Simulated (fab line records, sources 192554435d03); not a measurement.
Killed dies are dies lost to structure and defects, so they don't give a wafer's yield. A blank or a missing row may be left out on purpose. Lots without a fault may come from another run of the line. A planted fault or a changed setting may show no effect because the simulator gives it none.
Split-lot experiment | flow n5_finfet | 7 lots, 39 wafers read, on a route of 1938 steps

THE SPLIT
At N5_SD_EPI_N_ETCH_45 (etches SiOCN in CH3F/O2, target depth 6 nm), the setting target_depth_a was moved away from the recipe's 60 angstrom on 15 of the 39 wafers read, by -35.8% to +28.8%. The other wafers ran this setting at the recipe's value.

The reading is taken at the split's own step.

THE READING
etch.depth_nm (the simulator's own value, which no gauge read), in nm, at N5_SD_EPI_N_ETCH_45 (etches SiOCN in CH3F/O2, target depth 6 nm). The file gives no usual value for it. The 24 wafers here that ran the recipe average 5.955 nm, standard deviation 0.1 nm.

wafer  | tool, chamber at the split | target_depth_a as run, angstrom | against the recipe | etch.depth_nm, nm | against lot-mates on the recipe
L080.1 | rie_diel-06, 1             | 46.02                           | -23.3%             | 4.557             | -1.374
L080.2 | rie_diel-06, 2             | 60                              | recipe             | 5.992             | -
L080.3 | rie_diel-06, 3             | 46.02                           | -23.3%             | 4.455             | -1.476
L080.4 | rie_diel-06, 1             | 60                              | recipe             | 5.958             | -
L080.5 | rie_diel-06, 3             | 60                              | recipe             | 5.844             | -
L080.6 | rie_diel-06, 2             | 46.02                           | -23.3%             | 4.619             | -1.312
L081.1 | rie_diel-05, 2             | 77.31                           | +28.8%             | 7.526             | +1.707
L081.2 | rie_diel-05, 3             | 60                              | recipe             | 5.776             | -
L081.3 | rie_diel-05, 1             | 77.31                           | +28.8%             | 7.627             | +1.808
L081.4 | rie_diel-05, 0             | 60                              | recipe             | 5.803             | -
L081.5 | rie_diel-05, 3             | 60                              | recipe             | 5.877             | -
L081.6 | rie_diel-05, 2             | 77.31                           | +28.8%             | 7.498             | +1.679
L086.1 | rie_diel-02, 1             | 60                              | recipe             | 5.953             | -
L086.2 | rie_diel-02, 3             | 60                              | recipe             | 6.046             | -
L086.3 | rie_diel-02, 0             | 60                              | recipe             | 6.176             | -
L086.4 | rie_diel-02, 2             | 60                              | recipe             | 5.94              | -
L086.5 | rie_diel-02, 2             | 60                              | recipe             | 5.928             | -
L086.6 | rie_diel-02, 3             | 60                              | recipe             | 6.03              | -
L087.1 | rie_diel-06, 1             | 38.54                           | -35.8%             | 3.888             | -2.104
L087.2 | rie_diel-06, 0             | 38.54                           | -35.8%             | 3.96              | -2.032
L087.3 | rie_diel-06, 3             | 38.54                           | -35.8%             | 3.759             | -2.233
L087.4 | rie_diel-06, 2             | 60                              | recipe             | 6.065             | -
L087.5 | rie_diel-06, 2             | 60                              | recipe             | 6.082             | -
L087.6 | rie_diel-06, 3             | 60                              | recipe             | 5.828             | -
L092.1 | rie_diel-05, 2             | 60                              | recipe             | 5.828             | -
L092.2 | rie_diel-05, 1             | 60                              | recipe             | 5.94              | -
L092.3 | rie_diel-05, 0             | 50.05                           | -16.6%             | 4.877             | -0.993
L092.4 | rie_diel-05, 3             | 60                              | recipe             | 5.841             | -
L092.5 | rie_diel-05, 0             | 50.05                           | -16.6%             | 4.847             | -1.023
L092.6 | rie_diel-05, 1             | 50.05                           | -16.6%             | 4.973             | -0.897
L093.2 | rie_diel-02, 2             | 60                              | recipe             | 5.929             | -
L093.4 | rie_diel-02, 1             | 60                              | recipe             | 6.016             | -
L093.6 | rie_diel-02, 1             | 60                              | recipe             | 5.983             | -
L097.1 | rie_diel-02, 3             | 47.55                           | -20.8%             | 4.811             | -1.214
L097.2 | rie_diel-02, 1             | 47.55                           | -20.8%             | 4.734             | -1.291
L097.3 | rie_diel-02, 0             | 60                              | recipe             | 6.133             | -
L097.4 | rie_diel-02, 2             | 60                              | recipe             | 5.988             | -
L097.5 | rie_diel-02, 2             | 60                              | recipe             | 5.955             | -
L097.6 | rie_diel-02, 3             | 47.55                           | -20.8%             | 4.791             | -1.234

THE FIT
A straight line over all 39 wafers: etch.depth_nm changes by +0.0578 nm for each +1% of target_depth_a; r = +0.99; the points scatter about the line by 0.098 nm.
The same after taking each lot's own level away (the mean of its wafers on the recipe; 39 wafers): +0.0596 nm for each +1%; r = +1.00; scatter 0.071 nm.
On that fit, the largest move of target_depth_a shifts the reading by 2.1 nm.
The lots' own levels span 5.8187 to 6.0253 nm, that is 2.0 times the standard deviation above.
So the lot-to-lot level changes the slope little: the two slopes agree.
Check: with one of the wafers moved furthest among these (-35.8%) left out of the fit, the line predicts -2.13 nm for it against its lot-mates. It came out at -2.1 nm against them.

OTHER SPLITS ON THESE WAFERS
These wafers also went through other splits before the reading. Each is held against what the fit with the lots' levels taken away leaves over:
other split on the same wafers          | wafers away from the commonest value | r with etch.depth_nm (lot level and that fit taken away)
N5_ZERO_LAYER_DEVELOP_10 develop_time_s | 12                                   | +0.12
N5_DUMMY_GATE_HM_DEP_06 target_thk_a    | 6                                    | -0.01

THE FILE'S OWN FIT
etch.depth_nm changes by +0.0596 nm for each +1% of target_depth_a, r = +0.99.
